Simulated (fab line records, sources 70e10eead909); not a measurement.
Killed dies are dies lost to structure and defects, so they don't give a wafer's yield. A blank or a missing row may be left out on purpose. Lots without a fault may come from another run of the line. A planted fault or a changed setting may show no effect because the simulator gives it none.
Chamber matching | flow nand_harc | NHARC_A_STAIRCASE_DESCUM_219 on rie_diel-08: 4 sister chambers
The step chemistry O2, time 3 s. 4 wafers are shown with their chamber, then 7 later ones without.

WAFERS WITH THEIR CHAMBER
wafer  | chamber | showerhead_plenum_p_Torr (Torr)
L077.1 | 2       | 1.79
L088.4 | 1       | 1.90
L089.1 | 3       | 1.80
L089.2 | 0       | 1.98

WAFERS WITHOUT THEIR CHAMBER
wafer  | showerhead_plenum_p_Torr (Torr)
L089.4 | 1.78
L092.1 | 1.80
L092.3 | 1.90
L092.5 | 1.80
L097.1 | 1.97
L097.2 | 1.78
L097.4 | 1.90

WHICH CHAMBER EACH WENT THROUGH
wafer  | from the rows above     | in truth
L089.4 | can't be placed: 2 or 3 | 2
L092.1 | can't be placed: 3 or 2 | 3
L092.3 | 1                       | 1
L092.5 | can't be placed: 3 or 2 | 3
L097.1 | 0                       | 0
L097.2 | can't be placed: 2 or 3 | 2
L097.4 | 1                       | 1
Placed correctly: 3 of 7. Can't be placed from these rows: 4 (the true chamber is among the candidates in 4). Placed wrongly: 0.
How it was worked out, from the rows above alone: a wafer's distance from a chamber is the root of the sum, over the readings, of the square of ((its reading less the chamber's mean) divided by the reading's scatter). The wafer belongs to the nearest chamber; if the next one is less than 2 further off, it can't be placed. A chamber's mean is the mean of its shown wafers. The scatter: with one shown wafer a chamber, the root of the mean of the squares of how far each hidden wafer lies from its nearest shown one.
